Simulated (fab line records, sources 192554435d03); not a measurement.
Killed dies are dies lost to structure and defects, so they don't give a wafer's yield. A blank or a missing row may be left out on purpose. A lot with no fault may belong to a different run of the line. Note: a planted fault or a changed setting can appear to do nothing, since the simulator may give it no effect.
Matching of chambers    flow n5 finfet    N5_STI_FIN_REVEAL_ALD_14 on ald sin-02: 4 sister chambers
The step deposits Si3N4, target thk 3 nm. 8 wafers are shown with their chamber, then 8 later ones without.

## EACH WAFER AND ITS CHAMBER
wafer   chamber  heater power w (W)
L081.1  1        862
L088.1  3        747
L088.3  1        864
L088.4  0        770
L089.1  3        738
L089.4  2        903
L089.5  0        742
L090.1  2        857

## WAFERS MISSING THEIR CHAMBER
wafer   heater power w (W)
L090.2  830
L090.5  766
L091.2  856
L091.3  758
L091.6  760
L092.2  860
L092.3  751
L092.4  761

## THE CHAMBER EACH PASSED THROUGH
wafer   from the rows above      in truth
L090.2  can't be placed: 1 or 2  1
L090.5  can't be placed: 0 or 3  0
L091.2  can't be placed: 1 or 2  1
L091.3  can't be placed: 0 or 3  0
L091.6  can't be placed: 0 or 3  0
L092.2  can't be placed: 1 or 2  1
L092.3  can't be placed: 0 or 3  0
L092.4  can't be placed: 0 or 3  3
0 of 8 placed correctly. Unplaceable from these rows: 8, with the true chamber sitting among the candidates in 8. 0 placed wrongly.
How it was worked out, from the rows above alone: a wafer's distance from a chamber is the root of the sum, over the readings, of the square of ((its reading less the chamber's mean) divided by the reading's scatter). The wafer belongs to the nearest chamber; if the next one is less than 2 further off, it can't be placed. For every chamber, the mean is computed from those of its wafers that are shown. The scatter: take each reading less its chamber's mean, square it, sum over the shown wafers, divide by the number of wafers less the number of chambers, and take the root.
